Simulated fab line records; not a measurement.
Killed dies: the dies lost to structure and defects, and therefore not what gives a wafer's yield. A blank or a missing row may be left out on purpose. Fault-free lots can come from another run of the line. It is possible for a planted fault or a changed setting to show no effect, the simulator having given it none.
Chamber matching / flow nand_harc / 3 sister chambers for NHARC_A_CONTACT_DEP_24 on pecvd-02
The step deposits SiO2, target thk 500 nm. 14 wafers are shown with their chamber, then 7 later ones without.

== WAFERS PAIRED WITH THEIR CHAMBERS ==
wafer=L959.4; chamber=2; throttle_valve_pct (%)=16.5; heater_power_outer_w (W)=411; heater_power_w (W)=654
wafer=L959.5; chamber=0; throttle_valve_pct (%)=16.6; heater_power_outer_w (W)=311; heater_power_w (W)=572
wafer=L959.6; chamber=1; throttle_valve_pct (%)=16.3; heater_power_outer_w (W)=289; heater_power_w (W)=543
wafer=L961.3; chamber=1; throttle_valve_pct (%)=16.2; heater_power_outer_w (W)=373; heater_power_w (W)=646
wafer=L961.4; chamber=1; throttle_valve_pct (%)=16.3; heater_power_outer_w (W)=396; heater_power_w (W)=657
wafer=L961.5; chamber=0; throttle_valve_pct (%)=16.7; heater_power_outer_w (W)=319; heater_power_w (W)=562
wafer=L963.2; chamber=2; throttle_valve_pct (%)=16.8; heater_power_outer_w (W)=353; heater_power_w (W)=585
wafer=L963.3; chamber=0; throttle_valve_pct (%)=16.5; heater_power_outer_w (W)=335; heater_power_w (W)=577
wafer=L963.4; chamber=1; throttle_valve_pct (%)=16.6; heater_power_outer_w (W)=320; heater_power_w (W)=584
wafer=L965.1; chamber=2; throttle_valve_pct (%)=17.0; heater_power_outer_w (W)=410; heater_power_w (W)=666
wafer=L965.3; chamber=1; throttle_valve_pct (%)=16.5; heater_power_outer_w (W)=357; heater_power_w (W)=611
wafer=L965.6; chamber=1; throttle_valve_pct (%)=16.5; heater_power_outer_w (W)=378; heater_power_w (W)=658
wafer=L968.1; chamber=2; throttle_valve_pct (%)=16.9; heater_power_outer_w (W)=359; heater_power_w (W)=585
wafer=L968.2; chamber=0; throttle_valve_pct (%)=16.7; heater_power_outer_w (W)=294; heater_power_w (W)=522

SIGNATURES (means of the wafers above)
reading=throttle_valve_pct; chamber 0=16.625; chamber 1=16.400; chamber 2=16.800; scatter within a chamber=0.162
reading=heater_power_outer_w; chamber 0=314.75; chamber 1=352.17; chamber 2=383.25; scatter within a chamber=32.9
reading=heater_power_w; chamber 0=558.25; chamber 1=616.50; chamber 2=622.50; scatter within a chamber=40.8
Rule: for each reading, subtract the chamber's mean from the wafer's reading, divide by that reading's scatter and square the result; add these up over the readings and take the root, which gives the wafer's distance from the chamber. The wafer belongs to the nearest chamber; if the next one is less than 2 further off, it can't be placed. How the scatter is found: for the shown wafers, subtract from each reading the mean of its chamber, square and add these, divide the total by (wafers less chambers), then take the root.

== WAFERS WITHOUT THEIR CHAMBER ==
wafer=L968.6; throttle_valve_pct (%)=16.4; heater_power_outer_w (W)=284; heater_power_w (W)=526
wafer=L981.2; throttle_valve_pct (%)=16.5; heater_power_outer_w (W)=281; heater_power_w (W)=516
wafer=L981.3; throttle_valve_pct (%)=17.4; heater_power_outer_w (W)=337; heater_power_w (W)=556
wafer=L981.5; throttle_valve_pct (%)=16.4; heater_power_outer_w (W)=296; heater_power_w (W)=537
wafer=L982.1; throttle_valve_pct (%)=16.7; heater_power_outer_w (W)=375; heater_power_w (W)=644
wafer=L982.2; throttle_valve_pct (%)=17.4; heater_power_outer_w (W)=349; heater_power_w (W)=583
wafer=L982.3; throttle_valve_pct (%)=16.6; heater_power_outer_w (W)=248; heater_power_w (W)=458

== WHICH CHAMBER EACH ONE RAN IN ==
wafer=L968.6; from the rows above=can't be placed: 0 or 1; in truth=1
wafer=L981.2; from the rows above=can't be placed: 0 or 1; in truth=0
wafer=L981.3; from the rows above=can't be placed: 2 or 0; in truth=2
wafer=L981.5; from the rows above=can't be placed: 0 or 1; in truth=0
wafer=L982.1; from the rows above=can't be placed: 2 or 1 or 0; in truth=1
wafer=L982.2; from the rows above=can't be placed: 2 or 0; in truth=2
wafer=L982.3; from the rows above=can't be placed: 0 or 1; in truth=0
0 of 7 placed correctly. Not placeable from these rows: 7 (in 7, the candidates include the true chamber). Placed wrongly: 0.
